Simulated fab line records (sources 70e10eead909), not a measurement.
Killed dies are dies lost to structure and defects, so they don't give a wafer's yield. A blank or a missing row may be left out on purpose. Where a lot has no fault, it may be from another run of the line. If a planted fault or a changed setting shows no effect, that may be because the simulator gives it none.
A lot that was struck, set against a sound lot + flow nand_harc + 15 out of 1302 route steps
Sound: these wafers, L867.1, L867.3, L867.4. Wafers struck: L860.2, L860.4, L860.5. At the end, the cause is stated.
At each step with rows: each side's tool, then ch and its chambers, then its first start. Under that, the readings that differ: sound wafers + struck wafers + difference of the means + sigmas: that difference in standard deviations of wafers without a fault.
alike: readings with means less than 2 such deviations apart, plus words and numbers identical on both sides. not compared: withheld readings, readings lacking a value on some wafer, bounds such as >300 that could conceal the same value, and numbers that have no deviation in the record and whose values overlap.
A row with sigmas, a row that says differs or no value, or rows on one side alone: a step with any of these is where the two part. When numbers do not overlap yet have no deviation, they are printed without sigmas and do not part them. Lack of a reading on every wafer of one side parts them only where that side has two or more wafers.

first, 2 steps without rows for these wafers: NHARC_A_CONTACT_STRIP_100 (strips in CF4/CHF3); NHARC_A_CONTACT_STRIP_101 (strips in O2/COS).
NHARC_A_CONTACT_ETCH_102: etches the open film in CF4/O2, target depth 100 nm, overetch 10 nm, time 55 s.
  sound on rie_diel-11 ch 1,2,3, day 27 08:54; struck on rie_diel-11 ch 0,3, day 24 22:19
  alike: bias_w, chamber_pressure_mTorr, drypump_motor_current_A, oes_product_au, rf_vpp_V, showerhead_plenum_p_Torr, throttle_valve_pct
  not compared: rf_hours_counter_h
NHARC_A_CONTACT_STRIP_55: strips in O2.
  sound on rie_diel-11 ch 0,2,3; struck on rie_diel-11 ch 0,2,3
  alike: chamber_pressure_mTorr, drypump_motor_current_A, oes_product_au, rf_vpp_V, showerhead_plenum_p_Torr, throttle_valve_pct
  not compared: rf_hours_counter_h
then, 1 step without rows for these wafers: NHARC_A_CONTACT_STRIP_56 (strips in post etch residue remover, time 600 s).
NHARC_A_CONTACT_DEP_57: deposits aC, target thk 5300 nm.
  sound on acl_dep-03 ch 0, day 27 14:25; struck on acl_dep-02 ch 0, day 24 23:39
  alike: susceptor_temp_C, throttle_valve_pct
NHARC_A_CONTACT_DEP_58: deposits SiON, target thk 90 nm.
  sound on pecvd-02 ch 0,1,2, day 27 17:40; struck on pecvd-01 ch 0,2, day 25 02:24
  alike: heater_power_w, susceptor_temp_C
then, 5 steps without rows for these wafers: NHARC_A_CONTACT_DEHYDRATE_59 (time 120 s); NHARC_A_CONTACT_HMDS_60 (time 30 s); NHARC_A_CONTACT_COAT_61 (time 75 s); NHARC_A_CONTACT_COAT_62 (time 65 s); NHARC_A_CONTACT_COAT_63 (resist thk 90 nm).
NHARC_A_CONTACT_SOFTBAKE_64: time 55 s.
  sound on litho_track-04 ch 0, day 27 17:00; struck on litho_track-01 ch 0, day 25 02:00
| reading                  | sound                | struck               | difference | sigmas      |
|--------------------------|----------------------|----------------------|------------|-------------|
| heater_power_total_W (W) | 188.46 188.37 188.42 | 323.11 323.07 323.71 | +134.88    | +99 or more |
next, for these wafers, 1 step has no rows: NHARC_A_CONTACT_EBR_65.
-- the record jumps here: 3 days lie between the struck wafers' starts before and after (it left off in module A_CONTACT and takes up again in module END, whose first step shown is number 1302 of the route) --
NHARC_END_SORT_01:
  sound on prober-01 ch 0, day 30 02:55; struck on prober-01 ch 0, day 27 15:07
| reading             | sound  | struck | difference | sigmas |
|---------------------|--------|--------|------------|--------|
| killed_at_other     | 2 5 4  | 0 0 1  | -3         | -3     |
| killed_at_periphery | 9 10 6 | 2 1 3  | -6         | -2     |
  alike: killed_at_array, killed_dies, killed_open, killed_short

WHERE THEY PART
First at NHARC_A_CONTACT_SOFTBAKE_64; last, within this record, at NHARC_END_SORT_01.

WHY: the cause the simulator had injected
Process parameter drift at NHARC_A_CONTACT_SOFTBAKE_64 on litho_track-01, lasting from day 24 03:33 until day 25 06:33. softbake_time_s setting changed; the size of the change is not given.
